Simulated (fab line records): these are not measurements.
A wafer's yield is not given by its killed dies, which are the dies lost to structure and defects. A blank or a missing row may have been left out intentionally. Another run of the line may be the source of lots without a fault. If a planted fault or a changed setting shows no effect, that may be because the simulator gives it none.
Which tool did it? || flow nand_harc || 33 wafers from 11 lots sampled at 5 of the route's 1302 steps

== WHAT THE GAUGES READ, wafer by wafer ==
No reading from a measuring or inspecting step in the record can be judged against a usual standard deviation.

== WHAT TOOL EACH LOT RAN ON (gives the tool, then ch and the chambers of the sampled wafers, and finally the start) ==
{"lot": "L181", "NHARC_A_CHANNEL_HOLE_D1_DESCUM_15": "rie_diel-05 ch 1,3, day 8 09:05", "NHARC_A_CHANNEL_HOLE_D1_ETCH_25": "har_etch-01 ch 0,1, day 8 13:47", "NHARC_A_CHANNEL_HOLE_D1_ETCH_33": "har_etch-01 ch 0,1, day 8 14:45", "NHARC_A_CHANNEL_HOLE_D1_XSEM_31": "xsem-02 ch 0, day 8 16:23", "NHARC_A_CHANNEL_FILL_D1_ALD_03": "ald_sin_batch-01 ch 0, no start"}
{"lot": "L182", "NHARC_A_CHANNEL_HOLE_D1_DESCUM_15": "rie_diel-13 ch 0,1,3, day 8 22:44", "NHARC_A_CHANNEL_HOLE_D1_ETCH_25": "har_etch-02 ch 0,1, day 9 02:50", "NHARC_A_CHANNEL_HOLE_D1_ETCH_33": "har_etch-02 ch 0,1, day 9 03:55", "NHARC_A_CHANNEL_HOLE_D1_XSEM_31": "xsem-01 ch 0, day 9 05:33", "NHARC_A_CHANNEL_FILL_D1_ALD_03": "ald_sin_batch-03 ch 0, no start"}
{"lot": "L184", "NHARC_A_CHANNEL_HOLE_D1_DESCUM_15": "rie_diel-13 ch 2,3, day 9 16:25", "NHARC_A_CHANNEL_HOLE_D1_ETCH_25": "har_etch-01 ch 0,1, day 9 20:58", "NHARC_A_CHANNEL_HOLE_D1_ETCH_33": "har_etch-01 ch 0,1, day 9 22:03", "NHARC_A_CHANNEL_HOLE_D1_XSEM_31": "xsem-02 ch 0, day 9 23:50", "NHARC_A_CHANNEL_FILL_D1_ALD_03": "ald_sin_batch-01 ch 0, no start"}
{"lot": "L186", "NHARC_A_CHANNEL_HOLE_D1_DESCUM_15": "rie_diel-05 ch 1,2,3, day 10 09:04", "NHARC_A_CHANNEL_HOLE_D1_ETCH_25": "har_etch-01 ch 0,1, day 10 13:45", "NHARC_A_CHANNEL_HOLE_D1_ETCH_33": "har_etch-01 ch 0,1, day 10 14:29", "NHARC_A_CHANNEL_HOLE_D1_XSEM_31": "xsem-02 ch 0, day 10 16:11", "NHARC_A_CHANNEL_FILL_D1_ALD_03": "ald_sin_batch-03 ch 0, no start"}
{"lot": "L194", "NHARC_A_CHANNEL_HOLE_D1_DESCUM_15": "rie_diel-13 ch 0,2,3, day 13 21:42", "NHARC_A_CHANNEL_HOLE_D1_ETCH_25": "har_etch-02 ch 0,1, day 14 01:54", "NHARC_A_CHANNEL_HOLE_D1_ETCH_33": "har_etch-02 ch 0,1, day 14 02:52", "NHARC_A_CHANNEL_HOLE_D1_XSEM_31": "xsem-02 ch 0, day 14 04:34", "NHARC_A_CHANNEL_FILL_D1_ALD_03": "ald_sin_batch-03 ch 0, no start"}
{"lot": "L195", "NHARC_A_CHANNEL_HOLE_D1_DESCUM_15": "rie_diel-13 ch 0,3, day 14 08:01", "NHARC_A_CHANNEL_HOLE_D1_ETCH_25": "har_etch-02 ch 0,1, day 14 12:55", "NHARC_A_CHANNEL_HOLE_D1_ETCH_33": "har_etch-02 ch 0,1, day 14 13:53", "NHARC_A_CHANNEL_HOLE_D1_XSEM_31": "xsem-02 ch 0, day 14 15:41", "NHARC_A_CHANNEL_FILL_D1_ALD_03": "ald_sin_batch-01 ch 0, no start"}
{"lot": "L199", "NHARC_A_CHANNEL_HOLE_D1_DESCUM_15": "rie_diel-13 ch 0,3, day 15 17:49", "NHARC_A_CHANNEL_HOLE_D1_ETCH_25": "har_etch-01 ch 0,1, day 16 01:16", "NHARC_A_CHANNEL_HOLE_D1_ETCH_33": "har_etch-01 ch 0,1, day 16 02:21", "NHARC_A_CHANNEL_HOLE_D1_XSEM_31": "xsem-02 ch 0, day 16 03:58", "NHARC_A_CHANNEL_FILL_D1_ALD_03": "ald_sin_batch-01 ch 0, no start"}
{"lot": "L201", "NHARC_A_CHANNEL_HOLE_D1_DESCUM_15": "rie_diel-13 ch 0,2,3, day 17 02:22", "NHARC_A_CHANNEL_HOLE_D1_ETCH_25": "har_etch-01 ch 0,1, day 17 06:35", "NHARC_A_CHANNEL_HOLE_D1_ETCH_33": "har_etch-01 ch 0,1, day 17 07:33", "NHARC_A_CHANNEL_HOLE_D1_XSEM_31": "xsem-01 ch 0, day 17 09:09", "NHARC_A_CHANNEL_FILL_D1_ALD_03": "ald_sin_batch-02 ch 0, no start"}
{"lot": "L202", "NHARC_A_CHANNEL_HOLE_D1_DESCUM_15": "rie_diel-02 ch 0,1,2, day 17 03:05", "NHARC_A_CHANNEL_HOLE_D1_ETCH_25": "har_etch-01 ch 0,1, day 17 10:52", "NHARC_A_CHANNEL_HOLE_D1_ETCH_33": "har_etch-01 ch 0,1, day 17 11:42", "NHARC_A_CHANNEL_HOLE_D1_XSEM_31": "xsem-02 ch 0, day 17 13:20", "NHARC_A_CHANNEL_FILL_D1_ALD_03": "ald_sin_batch-01 ch 0, no start"}
{"lot": "L203", "NHARC_A_CHANNEL_HOLE_D1_DESCUM_15": "rie_diel-05 ch 0,2, day 17 13:23", "NHARC_A_CHANNEL_HOLE_D1_ETCH_25": "har_etch-01 ch 0,1, day 17 19:01", "NHARC_A_CHANNEL_HOLE_D1_ETCH_33": "har_etch-01 ch 0,1, day 17 19:59", "NHARC_A_CHANNEL_HOLE_D1_XSEM_31": "xsem-02 ch 0, day 17 21:35", "NHARC_A_CHANNEL_FILL_D1_ALD_03": "ald_sin_batch-02 ch 0, no start"}
{"lot": "L204", "NHARC_A_CHANNEL_HOLE_D1_DESCUM_15": "rie_diel-13 ch 1,2, day 18 06:41", "NHARC_A_CHANNEL_HOLE_D1_ETCH_25": "har_etch-01 ch 0,1, day 18 10:45", "NHARC_A_CHANNEL_HOLE_D1_ETCH_33": "har_etch-01 ch 0,1, day 18 11:49", "NHARC_A_CHANNEL_HOLE_D1_XSEM_31": "xsem-02 ch 0, day 18 13:28", "NHARC_A_CHANNEL_FILL_D1_ALD_03": "ald_sin_batch-02 ch 0, no start"}
- NHARC_A_CHANNEL_HOLE_D1_DESCUM_15: chemistry O2, time 3 s.
- NHARC_A_CHANNEL_HOLE_D1_ETCH_25: etches the open film in C4F8/O2/Ar, time 1040.2 s, target depth 1500 nm.
- NHARC_A_CHANNEL_HOLE_D1_ETCH_33: etches the open film in C4F8/O2/Ar, time 90 s, target depth 400 nm.
- NHARC_A_CHANNEL_HOLE_D1_XSEM_31
- NHARC_A_CHANNEL_FILL_D1_ALD_03: deposits SiNx, target thk 6 nm, pulse time 60 s, ald cycles 58.

== WHAT THE TOOLS THEMSELVES READ (means of the sampled wafers that have a number; where no wafer has one, the mark that the record gives instead) ==
NHARC_A_CHANNEL_HOLE_D1_DESCUM_15. Usual: drypump_motor_current_A 5.8 A, standard deviation 0.31; oes_product_au 0.998 a.u., standard deviation 0.0089; rf_vpp_V 57.8 V, standard deviation 0.89; showerhead_plenum_p_Torr 1.91 Torr, standard deviation 0.064; throttle_valve_pct 11.311 %, standard deviation 0.0098.
{"lot": "L181", "tool": "rie_diel-05", "drypump_motor_current_A (A)": 5.8, "oes_product_au (a.u.)": 0.997, "rf_vpp_V (V)": 58.3, "showerhead_plenum_p_Torr (Torr)": 1.99, "throttle_valve_pct (%)": 11.313, "flag": ""}
{"lot": "L182", "tool": "rie_diel-13", "drypump_motor_current_A (A)": 5.8, "oes_product_au (a.u.)": 1.000, "rf_vpp_V (V)": 57.4, "showerhead_plenum_p_Torr (Torr)": 1.90, "throttle_valve_pct (%)": 11.306, "flag": ""}
{"lot": "L184", "tool": "rie_diel-13", "drypump_motor_current_A (A)": 5.8, "oes_product_au (a.u.)": 0.998, "rf_vpp_V (V)": 57.7, "showerhead_plenum_p_Torr (Torr)": 1.95, "throttle_valve_pct (%)": 11.301, "flag": ""}
{"lot": "L186", "tool": "rie_diel-05", "drypump_motor_current_A (A)": 5.7, "oes_product_au (a.u.)": 1.006, "rf_vpp_V (V)": 58.0, "showerhead_plenum_p_Torr (Torr)": 1.94, "throttle_valve_pct (%)": 11.315, "flag": ""}
{"lot": "L194", "tool": "rie_diel-13", "drypump_motor_current_A (A)": 5.9, "oes_product_au (a.u.)": 1.004, "rf_vpp_V (V)": 57.8, "showerhead_plenum_p_Torr (Torr)": 1.95, "throttle_valve_pct (%)": 11.303, "flag": ""}
{"lot": "L195", "tool": "rie_diel-13", "drypump_motor_current_A (A)": 5.9, "oes_product_au (a.u.)": 0.997, "rf_vpp_V (V)": 58.5, "showerhead_plenum_p_Torr (Torr)": 1.94, "throttle_valve_pct (%)": 11.316, "flag": ""}
{"lot": "L199", "tool": "rie_diel-13", "drypump_motor_current_A (A)": 5.9, "oes_product_au (a.u.)": 0.996, "rf_vpp_V (V)": 57.9, "showerhead_plenum_p_Torr (Torr)": 1.94, "throttle_valve_pct (%)": 11.304, "flag": ""}
{"lot": "L201", "tool": "rie_diel-13", "drypump_motor_current_A (A)": 5.9, "oes_product_au (a.u.)": 0.998, "rf_vpp_V (V)": 58.8, "showerhead_plenum_p_Torr (Torr)": 1.94, "throttle_valve_pct (%)": 11.317, "flag": ""}
{"lot": "L202", "tool": "rie_diel-02", "drypump_motor_current_A (A)": 5.8, "oes_product_au (a.u.)": 0.997, "rf_vpp_V (V)": 57.8, "showerhead_plenum_p_Torr (Torr)": 1.87, "throttle_valve_pct (%)": 11.324, "flag": ""}
{"lot": "L203", "tool": "rie_diel-05", "drypump_motor_current_A (A)": 6.1, "oes_product_au (a.u.)": 0.997, "rf_vpp_V (V)": 57.1, "showerhead_plenum_p_Torr (Torr)": 1.83, "throttle_valve_pct (%)": 11.320, "flag": ""}
{"lot": "L204", "tool": "rie_diel-13", "drypump_motor_current_A (A)": 5.7, "oes_product_au (a.u.)": 0.997, "rf_vpp_V (V)": 57.6, "showerhead_plenum_p_Torr (Torr)": 1.93, "throttle_valve_pct (%)": 11.307, "flag": ""}

NHARC_A_CHANNEL_HOLE_D1_ETCH_25. Usual: drypump_motor_current_A 6.0 A, standard deviation 0.7; showerhead_plenum_p_Torr 3.59 Torr, standard deviation 0.12; throttle_valve_pct 32.235 %, standard deviation 0.0099.
{"lot": "L181", "tool": "har_etch-01", "drypump_motor_current_A (A)": 6.4, "showerhead_plenum_p_Torr (Torr)": 3.59, "throttle_valve_pct (%)": 32.230, "flag": ""}
{"lot": "L182", "tool": "har_etch-02", "drypump_motor_current_A (A)": 6.1, "showerhead_plenum_p_Torr (Torr)": 3.59, "throttle_valve_pct (%)": 32.231, "flag": ""}
{"lot": "L184", "tool": "har_etch-01", "drypump_motor_current_A (A)": 6.1, "showerhead_plenum_p_Torr (Torr)": 3.65, "throttle_valve_pct (%)": 32.238, "flag": ""}
{"lot": "L186", "tool": "har_etch-01", "drypump_motor_current_A (A)": 6.1, "showerhead_plenum_p_Torr (Torr)": 3.64, "throttle_valve_pct (%)": 32.240, "flag": ""}
{"lot": "L194", "tool": "har_etch-02", "drypump_motor_current_A (A)": 6.1, "showerhead_plenum_p_Torr (Torr)": 3.55, "throttle_valve_pct (%)": 32.234, "flag": ""}
{"lot": "L195", "tool": "har_etch-02", "drypump_motor_current_A (A)": 6.1, "showerhead_plenum_p_Torr (Torr)": 3.55, "throttle_valve_pct (%)": 32.225, "flag": ""}
{"lot": "L199", "tool": "har_etch-01", "drypump_motor_current_A (A)": 6.4, "showerhead_plenum_p_Torr (Torr)": 3.54, "throttle_valve_pct (%)": 32.234, "flag": ""}
{"lot": "L201", "tool": "har_etch-01", "drypump_motor_current_A (A)": 6.1, "showerhead_plenum_p_Torr (Torr)": 3.59, "throttle_valve_pct (%)": 32.243, "flag": ""}
{"lot": "L202", "tool": "har_etch-01", "drypump_motor_current_A (A)": 6.1, "showerhead_plenum_p_Torr (Torr)": 3.59, "throttle_valve_pct (%)": 32.238, "flag": ""}
{"lot": "L203", "tool": "har_etch-01", "drypump_motor_current_A (A)": 6.3, "showerhead_plenum_p_Torr (Torr)": 3.53, "throttle_valve_pct (%)": 32.225, "flag": ""}
{"lot": "L204", "tool": "har_etch-01", "drypump_motor_current_A (A)": 6.1, "showerhead_plenum_p_Torr (Torr)": 3.58, "throttle_valve_pct (%)": 32.243, "flag": ""}

NHARC_A_CHANNEL_HOLE_D1_ETCH_33. Usual: drypump_motor_current_A 6.0 A, standard deviation 0.7; showerhead_plenum_p_Torr 3.63 Torr, standard deviation 0.12; throttle_valve_pct 27.618 %, standard deviation 0.0094.
{"lot": "L181", "tool": "har_etch-01", "drypump_motor_current_A (A)": 6.4, "showerhead_plenum_p_Torr (Torr)": 3.63, "throttle_valve_pct (%)": 27.629, "flag": ""}
{"lot": "L182", "tool": "har_etch-02", "drypump_motor_current_A (A)": 6.1, "showerhead_plenum_p_Torr (Torr)": 3.63, "throttle_valve_pct (%)": 27.613, "flag": ""}
{"lot": "L184", "tool": "har_etch-01", "drypump_motor_current_A (A)": 6.0, "showerhead_plenum_p_Torr (Torr)": 3.69, "throttle_valve_pct (%)": 27.612, "flag": ""}
{"lot": "L186", "tool": "har_etch-01", "drypump_motor_current_A (A)": 6.1, "showerhead_plenum_p_Torr (Torr)": 3.69, "throttle_valve_pct (%)": 27.610, "flag": ""}
{"lot": "L194", "tool": "har_etch-02", "drypump_motor_current_A (A)": 6.1, "showerhead_plenum_p_Torr (Torr)": 3.59, "throttle_valve_pct (%)": 27.618, "flag": ""}
{"lot": "L195", "tool": "har_etch-02", "drypump_motor_current_A (A)": 6.1, "showerhead_plenum_p_Torr (Torr)": 3.59, "throttle_valve_pct (%)": 27.612, "flag": ""}
{"lot": "L199", "tool": "har_etch-01", "drypump_motor_current_A (A)": 6.4, "showerhead_plenum_p_Torr (Torr)": 3.57, "throttle_valve_pct (%)": 27.628, "flag": ""}
{"lot": "L201", "tool": "har_etch-01", "drypump_motor_current_A (A)": 6.1, "showerhead_plenum_p_Torr (Torr)": 3.63, "throttle_valve_pct (%)": 27.619, "flag": ""}
{"lot": "L202", "tool": "har_etch-01", "drypump_motor_current_A (A)": 6.1, "showerhead_plenum_p_Torr (Torr)": 3.63, "throttle_valve_pct (%)": 27.603, "flag": ""}
{"lot": "L203", "tool": "har_etch-01", "drypump_motor_current_A (A)": 6.3, "showerhead_plenum_p_Torr (Torr)": 3.56, "throttle_valve_pct (%)": 27.620, "flag": ""}
{"lot": "L204", "tool": "har_etch-01", "drypump_motor_current_A (A)": 6.1, "showerhead_plenum_p_Torr (Torr)": 3.62, "throttle_valve_pct (%)": 27.623, "flag": ""}

NHARC_A_CHANNEL_HOLE_D1_XSEM_31. Usual: bot_cd_nm 75.0 nm, standard deviation 1.4; bow_nm 8.60 nm, standard deviation 0.22; tilt_deg 0.08 degrees, standard deviation 0.044.
{"lot": "L181", "tool": "xsem-02", "bot_cd_nm (nm)": 74.6, "bow_nm (nm)": 8.61, "tilt_deg (degrees)": 0.08, "flag": ""}
{"lot": "L182", "tool": "xsem-01", "bot_cd_nm (nm)": 76.1, "bow_nm (nm)": 8.55, "tilt_deg (degrees)": 0.02, "flag": ""}
{"lot": "L184", "tool": "xsem-02", "bot_cd_nm (nm)": 75.3, "bow_nm (nm)": 8.73, "tilt_deg (degrees)": 0.07, "flag": ""}
{"lot": "L186", "tool": "xsem-02", "bot_cd_nm (nm)": 73.7, "bow_nm (nm)": 8.16, "tilt_deg (degrees)": 0.04, "flag": ""}
{"lot": "L194", "tool": "xsem-02", "bot_cd_nm (nm)": 73.9, "bow_nm (nm)": 8.53, "tilt_deg (degrees)": 0.10, "flag": ""}
{"lot": "L195", "tool": "xsem-02", "bot_cd_nm (nm)": 75.1, "bow_nm (nm)": 8.69, "tilt_deg (degrees)": 0.03, "flag": ""}
{"lot": "L199", "tool": "xsem-02", "bot_cd_nm (nm)": 74.2, "bow_nm (nm)": 8.43, "tilt_deg (degrees)": 0.14, "flag": ""}
{"lot": "L201", "tool": "xsem-01", "bot_cd_nm (nm)": 76.0, "bow_nm (nm)": 8.35, "tilt_deg (degrees)": 0.04, "flag": ""}
{"lot": "L202", "tool": "xsem-02", "bot_cd_nm (nm)": 75.2, "bow_nm (nm)": 8.42, "tilt_deg (degrees)": 0.09, "flag": ""}
{"lot": "L203", "tool": "xsem-02", "bot_cd_nm (nm)": 73.8, "bow_nm (nm)": 8.84, "tilt_deg (degrees)": 0.13, "flag": ""}
{"lot": "L204", "tool": "xsem-02", "bot_cd_nm (nm)": 73.4, "bow_nm (nm)": 8.70, "tilt_deg (degrees)": -0.02, "flag": ""}

NHARC_A_CHANNEL_FILL_D1_ALD_03. Usual: precursor_pulse_height_rel reads 0.999 (standard deviation 0.022).
{"lot": "L181", "tool": "ald_sin_batch-01", "precursor_pulse_height_rel": 0.994, "flag": ""}
{"lot": "L182", "tool": "ald_sin_batch-03", "precursor_pulse_height_rel": 1.025, "flag": ""}
{"lot": "L184", "tool": "ald_sin_batch-01", "precursor_pulse_height_rel": 0.978, "flag": ""}
{"lot": "L186", "tool": "ald_sin_batch-03", "precursor_pulse_height_rel": 1.016, "flag": ""}
{"lot": "L194", "tool": "ald_sin_batch-03", "precursor_pulse_height_rel": 0.980, "flag": ""}
{"lot": "L195", "tool": "ald_sin_batch-01", "precursor_pulse_height_rel": 1.000, "flag": ""}
{"lot": "L199", "tool": "ald_sin_batch-01", "precursor_pulse_height_rel": 0.999, "flag": ""}
{"lot": "L201", "tool": "ald_sin_batch-02", "precursor_pulse_height_rel": 0.967, "flag": ""}
{"lot": "L202", "tool": "ald_sin_batch-01", "precursor_pulse_height_rel": 0.986, "flag": ""}
{"lot": "L203", "tool": "ald_sin_batch-02", "precursor_pulse_height_rel": 0.992, "flag": ""}
{"lot": "L204", "tool": "ald_sin_batch-02", "precursor_pulse_height_rel": 1.002, "flag": ""}

== THE ANSWER, worked out from the rows above alone ==
Rule: lot off if the mean of its wafers having a number is beyond 3 standard deviations from the usual mean. A lot without any number at a reading at which 4 lots or more have one is off too. Any other lot the step has rows for is counted as sound. After the gauges, taken in route order, come the tools' own readings; for these a lot's mean is taken, as printed above. At the first step where some lot is off, the reading lying furthest off is the one used; lots without a number count as furthest.
Across all readings shown, no lot is off: no conclusion can be drawn from this.

== WHAT HAD BEEN PUT IN BY THE SIMULATOR ==
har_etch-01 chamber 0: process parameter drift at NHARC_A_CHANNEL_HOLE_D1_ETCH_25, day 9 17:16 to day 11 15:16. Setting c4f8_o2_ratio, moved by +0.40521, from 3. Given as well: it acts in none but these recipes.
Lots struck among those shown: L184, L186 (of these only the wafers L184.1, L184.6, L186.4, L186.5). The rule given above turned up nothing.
